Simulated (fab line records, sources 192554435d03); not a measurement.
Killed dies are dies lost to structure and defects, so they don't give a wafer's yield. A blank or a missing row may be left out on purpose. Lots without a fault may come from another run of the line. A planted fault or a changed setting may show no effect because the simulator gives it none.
Chamber matching | flow n5_finfet | N5_BEOL_M11_ETCH_62 on rie_diel-03: 4 sister chambers
The step etches SOC in N2/H2, target depth 110 nm, overetch 22 nm, time 165 s. 8 wafers are shown with their chamber, then 10 later ones without.

WAFERS WITH THEIR CHAMBER
wafer  | chamber | drypump_motor_current_A (A) | showerhead_plenum_p_Torr (Torr)
L079.3 | 2       | 6.1                         | 2.61
L081.1 | 3       | 5.6                         | 2.52
L081.4 | 2       | 6.1                         | 2.61
L085.2 | 0       | 5.9                         | 2.56
L088.2 | 0       | 5.9                         | 2.56
L088.5 | 1       | 6.1                         | 2.51
L092.2 | 1       | 6.1                         | 2.51
L092.4 | 3       | 5.7                         | 2.51

WAFERS WITHOUT THEIR CHAMBER
wafer  | drypump_motor_current_A (A) | showerhead_plenum_p_Torr (Torr)
L092.5 | 6.1                         | 2.61
L094.2 | 5.9                         | 2.55
L094.3 | 6.1                         | 2.51
L094.5 | 5.9                         | 2.55
L095.1 | 6.1                         | 2.60
L095.4 | 5.6                         | 2.50
L095.6 | 5.9                         | 2.55
L096.2 | 6.1                         | 2.60
L096.4 | 5.6                         | 2.50
L096.5 | 5.9                         | 2.55

WHICH CHAMBER EACH WENT THROUGH
wafer  | from the rows above | in truth
L092.5 | 2                   | 2
L094.2 | 0                   | 0
L094.3 | 1                   | 1
L094.5 | 0                   | 0
L095.1 | 2                   | 2
L095.4 | 3                   | 3
L095.6 | 0                   | 0
L096.2 | 2                   | 2
L096.4 | 3                   | 3
L096.5 | 0                   | 0
Placed correctly: 10 of 10. Can't be placed from these rows: 0. Placed wrongly: 0.
How it was worked out, from the rows above alone: a wafer's distance from a chamber is the root of the sum, over the readings, of the square of ((its reading less the chamber's mean) divided by the reading's scatter). The wafer belongs to the nearest chamber; if the next one is less than 2 further off, it can't be placed. A chamber's mean is the mean of its shown wafers. The scatter: the root of (the sum of the squares of (reading less its chamber's mean) over the shown wafers, divided by (wafers less chambers)).
